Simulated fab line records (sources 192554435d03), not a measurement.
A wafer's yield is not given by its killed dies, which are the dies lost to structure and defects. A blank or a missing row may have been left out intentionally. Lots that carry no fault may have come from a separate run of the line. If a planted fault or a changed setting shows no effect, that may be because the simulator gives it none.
Struck lot and sound lot, side by side	flow n5_finfet	38 out of 1938 route steps
Sound: wafers L379.1, L379.2, L379.5. Struck: wafers L399.2, L399.4, L399.6. The cause is given at the end.
Each step with rows lists, per side, the tool, then ch with its chambers, then its first start. Under that, the readings that differ: sound wafers	struck wafers	difference of the means	sigmas: that difference in standard deviations of wafers without a fault.
alike: same words and numbers on both sides, and readings whose means sit less than 2 such deviations apart. not compared: any withheld reading, any reading some wafer has no value for, any bound like >300 that may hide the same value, and any number with overlapping values for which the record gives no deviation.
A row with sigmas, a row that says differs or no value, or rows on one side alone: a step with any of these is where the two part. Numbers that don't overlap but have no deviation are shown without sigmas and don't part them. A reading missing from all wafers of one side parts the sides only when that side holds two or more wafers.

first, 11 steps without rows for these wafers: N5_DUMMY_GATE_PRECLEAN_46 (cleans in DIW, time 89.5 s); N5_DUMMY_GATE_SRD_47 (dry time 32 s); N5_DUMMY_GATE_CMP_04 (polishes a-Si); N5_DUMMY_GATE_HM_DEP_06 (deposits SiNx from DCS/NH3, target thk 80 nm, time 5141 s); N5_DUMMY_GATE_PECVD_30 (deposits SiO2 from TEOS/O2, target thk 55 nm, time 10.8 s); N5_DUMMY_GATE_COAT_34 (time 60 s, resist thk 60 nm); N5_DUMMY_GATE_COAT_35 (time 60 s, resist thk 10 nm); N5_DUMMY_GATE_COAT_28 (time 60 s, resist thk 10 nm); N5_DUMMY_GATE_COAT_09 (resist thk 30 nm); N5_DUMMY_GATE_EBR_11; N5_DUMMY_GATE_SOFTBAKE_10 (time 60 s).
N5_DUMMY_GATE_EXPOSE_12: exposes mask GATE, target cd 25 nm.
  sound on euv_scanner-02 ch 0, day 3 07:03; struck on euv_scanner-01 ch 0, day 8 03:38
reading	sound	struck	difference	sigmas
model.DUMMY_GATE.overlay_x_nm (nm)	-0.2 -0.2 -0.2	6.6 6.6 6.6	+6.8	
  alike: mask
then, 2 steps without rows for these wafers: N5_DUMMY_GATE_PEB_13 (peb time 60 s); N5_DUMMY_GATE_DEVELOP_14 (develop time 30 s).
N5_DUMMY_GATE_OVL_MEAS_16:
  sound on overlay-01 ch 0, day 3 07:13; struck on overlay-02 ch 0, day 8 03:48
reading	sound	struck	difference	sigmas
GATE_OVL (nm)	0.7 -1.2 0.2	6.8 6.2 6.6	+6.6	+11
then, 21 steps without rows for these wafers: N5_DUMMY_GATE_DESCUM_20 (chemistry O2, time 6.2 s); N5_DUMMY_GATE_ETCH_29 (etches underlayer in N2/H2, target depth 13 nm); N5_DUMMY_GATE_ETCH_36 (etches SiARC in CF4, target depth 13 nm); N5_DUMMY_GATE_ETCH_37 (etches SOC in N2/H2, target depth 60 nm, overetch 30 nm); N5_DUMMY_GATE_STRIP_38 (strips in N2/H2); N5_DUMMY_GATE_STRIP_39 (strips in N2/H2); N5_DUMMY_GATE_TRIM_49 (chemistry O2, time 29 s, target cd 14 nm); N5_DUMMY_GATE_STRIP_40 (strips in CF4); N5_DUMMY_GATE_ETCH_31 (etches SiO2 in C4F6/O2, target depth 82.5 nm, time 27.5 s); N5_DUMMY_GATE_STRIP_41 (strips in O2); N5_DUMMY_GATE_HM_OPEN_21 (chemistry CH3F/O2, target SiNx, target depth 120 nm, time 171.4 s); N5_DUMMY_GATE_ETCH_32 (etches SiO2 in CF4, target depth 3.5 nm, time 3.9 s); N5_DUMMY_GATE_ETCH_23 (etches poly-Si in HBr/Cl2/O2, target depth 41 nm, time 22.3 s); N5_DUMMY_GATE_ETCH_44 (etches poly-Si in HBr/O2, stops on SiO2, target depth 127.5 nm); N5_DUMMY_GATE_ETCH_42 (etches SiO2 in CHF3/O2, target depth 3.5 nm, time 31 s); N5_DUMMY_GATE_STRIP_48 (strips in N2/H2, time 20 s); N5_DUMMY_GATE_PRECLEAN_33 (cleans in dHF, time 10 s); N5_DUMMY_GATE_PRECLEAN_25 (cleans in O3/DIW, time 45 s); N5_DUMMY_GATE_PRECLEAN_51 (cleans in SC2, time 45 s); N5_DUMMY_GATE_SRD_26 (time 30 s); N5_DUMMY_GATE_UV_OZONE_45 (time 120 s).
-- record jumps: 6 days separate the struck wafers' starts on either side; left off in module DUMMY_GATE, taken up again in module BEOL_M4, whose first shown step is the route's number 1111 --
N5_BEOL_M4_RC_MEAS_101:
  sound on prober-01 ch 0, day 8 14:40; struck on prober-02 ch 0, day 13 21:27
reading	sound	struck	difference	sigmas
ION_P (uA/um)	461 457 466	444 448 431	-20	-2
VT_P (mV)	-251 -248 -247	-254 -259 -261	-9	-3
  alike: DIBL_N, DIBL_P, IOFF_N, IOFF_P, ION_N, SS_N, SS_P, VT_N
-- record jumps: 4 days separate the struck wafers' starts on either side; left off in module BEOL_M4, taken up again in module PASSIVATION, whose first shown step is the route's number 1936 --
N5_PASSIVATION_PROBE_49:
  struck on prober-02, day 18 03:55; sound on prober-01, day 12 22:58
reading	sound	struck	difference	sigmas
defect_limited_yield (%)	91.2 91.5 92.5	61.5 84.1 80.4	-16.4	-12
killed_at_front_end	42 67 39	418 137 195	+201	+18
killed_dies	104 100 89	454 188 231	+193	+12
killed_on_rim	9 10 11	57 25 29	+27	+8
sort_bin_5_function (%)	4.9 5.4 4.6	21.3 8.3 9.8	+8.2	+9
sort_bin_8_speed (%)	0 0 0	0 0 16.2	+5	+3
sort_n_pass	1076 1080 1091	726 992 758	-257	-9
sort_yield_pct (%)	91.2 91.5 92.5	61.5 84.1 64.2	-21.8	-9
  alike: killed_at_M0_to_M3, killed_at_M4_up, killed_at_contacts, killed_at_other, killed_open, killed_short, sort_bin_6_memory

== WHERE THEY PART ==
At N5_DUMMY_GATE_OVL_MEAS_16 first; at N5_PASSIVATION_PROBE_49 last (within this record only).

WHY: whatever the simulator had introduced
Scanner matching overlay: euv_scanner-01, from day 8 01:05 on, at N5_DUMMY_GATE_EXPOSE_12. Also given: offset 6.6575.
